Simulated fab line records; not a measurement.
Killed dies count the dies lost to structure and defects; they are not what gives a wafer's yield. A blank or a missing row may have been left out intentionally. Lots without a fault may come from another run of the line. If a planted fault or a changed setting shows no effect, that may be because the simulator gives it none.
Which tool is to blame?	flow n5_finfet	33 wafers from 12 lots sampled at 3 of the route's 1938 steps

## WHAT EACH GAUGE READ, for each wafer
N5_FIN_CUT_OVL_MEAS_09. Usual: FIN_CUT_OVL typically reads -0.1 nm, with standard deviation 0.62.
lot	measured	on	FIN_CUT_OVL (nm)	flag
L544	day 2 04:58	overlay-02	0.3 -0.1 0.6	
L545	day 2 09:50	overlay-01	0.4 0.2 0.1	
L550	day 3 14:28	overlay-01	0.1 -0.7	
L552	day 4 03:30	overlay-02	0.2 0.6	
L555	day 4 20:59	overlay-02	-0.8 -0.5	
L560	day 6 02:05	overlay-01	0.9 0.5 -1.0	
L561	day 6 10:01	overlay-02	-0.6 0.0 0.6	
L562	day 6 15:07	overlay-02	-0.8 -1.1 -1.3	
L564	day 7 03:30	overlay-01	-0.8 0.3 0.1	
L565	day 7 08:14	overlay-01	0.8 0.4 0.1	
L566	day 7 16:49	overlay-02	0.3 -1.5 -0.2	
L567	day 7 20:50	overlay-02	0.7 0.1 -0.3	

## WHAT TOOL EACH LOT RAN ON (gives the tool, then ch and the chambers of the sampled wafers, and finally the start)
lot	N5_FIN_SAQP_RECESS_71	N5_FIN_SAQP_ETCH_34
L544	vapor_etch-02 ch 0,1, day 2 03:15	rie_diel-04 ch 0,1, day 2 04:02
L545	vapor_etch-01 ch 0,1, day 2 07:29	rie_diel-04 ch 0,2,3, day 2 08:54
L550	vapor_etch-01 ch 0,1, day 3 12:45	rie_diel-04 ch 0,3, day 3 13:33
L552	vapor_etch-02 ch 1, day 4 01:47	rie_diel-05 ch 2,3, day 4 02:34
L555	vapor_etch-01 ch 0,1, day 4 18:54	rie_diel-01 ch 0,3, day 4 20:09
L560	vapor_etch-01 ch 0, day 6 00:31	rie_diel-01 ch 1,2,3, day 6 01:17
L561	vapor_etch-02 ch 0, day 6 08:20	rie_diel-01 ch 0,2, day 6 09:13
L562	vapor_etch-02 ch 0,1, day 6 13:24	rie_diel-05 ch 1,2,3, day 6 14:11
L564	vapor_etch-02 ch 0,1, day 7 01:41	rie_diel-04 ch 0,1,3, day 7 02:40
L565	vapor_etch-02 ch 0,1, day 7 06:32	rie_diel-05 ch 0,2,3, day 7 07:19
L566	vapor_etch-02 ch 0,1, day 7 14:41	rie_diel-01 ch 1,2,3, day 7 15:53
L567	vapor_etch-01 ch 0,1, day 7 18:57	rie_diel-05 ch 0,3, day 7 20:02
- N5_FIN_SAQP_RECESS_71: chemistry HF/NH3, target SiO2, target depth 3 nm, afs cycles 1, sublimation time 60 s.
- N5_FIN_SAQP_ETCH_34: etches SiO2 in C4F6/O2, target depth 45 nm, time 15 s.

## WHAT THE TOOLS THEMSELVES READ (means of the sampled wafers that have a number; where no wafer has one, the mark that the record gives instead)
N5_FIN_SAQP_RECESS_71. Usual: drypump_motor_current_A reads 5.6 A (standard deviation 0.34).
lot	tool	drypump_motor_current_A (A)	flag
L544	vapor_etch-02	5.4	
L545	vapor_etch-01	6.0	
L550	vapor_etch-01	5.9	
L552	vapor_etch-02	5.1	
L555	vapor_etch-01	6.0	
L560	vapor_etch-01	6.0	
L561	vapor_etch-02	5.6	
L562	vapor_etch-02	5.4	
L564	vapor_etch-02	5.3	
L565	vapor_etch-02	5.4	
L566	vapor_etch-02	5.4	
L567	vapor_etch-01	5.9	

N5_FIN_SAQP_ETCH_34. Usual: drypump_motor_current_A 5.6 A, standard deviation 0.41; etch_rf_on_time_s 14.95 s, standard deviation 0.28; oes_product_au 0.66 a.u., standard deviation 0.048; rf_vpp_V 669 V, standard deviation 19; showerhead_plenum_p_Torr 2.84 Torr, standard deviation 0.1; throttle_valve_pct 21.11 %, standard deviation 0.26.
lot	tool	drypump_motor_current_A (A)	etch_rf_on_time_s (s)	oes_product_au (a.u.)	rf_vpp_V (V)	showerhead_plenum_p_Torr (Torr)	throttle_valve_pct (%)	flag
L544	rie_diel-04	5.9	14.70	0.70	687	2.83	20.79	
L545	rie_diel-04	5.6	14.86	0.67	669	2.86	21.08	
L550	rie_diel-04	5.7	14.70	0.69	671	2.80	20.77	
L552	rie_diel-05	5.4	15.43	0.61	666	2.86	21.16	
L555	rie_diel-01	5.7	15.08	0.65	664	2.85	21.18	
L560	rie_diel-01	5.3	15.13	0.66	679	2.87	21.10	
L561	rie_diel-01	5.5	14.74	0.61	654	2.87	21.27	
L562	rie_diel-05	5.6	15.16	0.62	665	2.85	21.24	
L564	rie_diel-04	5.8	14.84	0.66	666	2.77	21.00	
L565	rie_diel-05	5.3	15.16	0.61	664	2.81	21.10	
L566	rie_diel-01	5.3	15.05	0.65	679	2.86	21.11	
L567	rie_diel-05	5.2	14.97	0.62	662	2.72	20.97	

## THE ANSWER, worked out from the rows above alone
Rule: lot off if the mean of its wafers having a number is beyond 3 standard deviations from the usual mean. A lot without any number at a reading at which 4 lots or more have one is off too. Where the step has rows for the other lots, those lots are counted as sound. The gauges are gone through in route order, then the tools' own readings, and for those a lot's mean is taken as printed above. At the first step where some lot is off, the reading lying furthest off is the one used; lots without a number count as furthest.
None of the lots is off at any reading shown; this tells nothing.

## WHAT HAD BEEN PUT IN BY THE SIMULATOR
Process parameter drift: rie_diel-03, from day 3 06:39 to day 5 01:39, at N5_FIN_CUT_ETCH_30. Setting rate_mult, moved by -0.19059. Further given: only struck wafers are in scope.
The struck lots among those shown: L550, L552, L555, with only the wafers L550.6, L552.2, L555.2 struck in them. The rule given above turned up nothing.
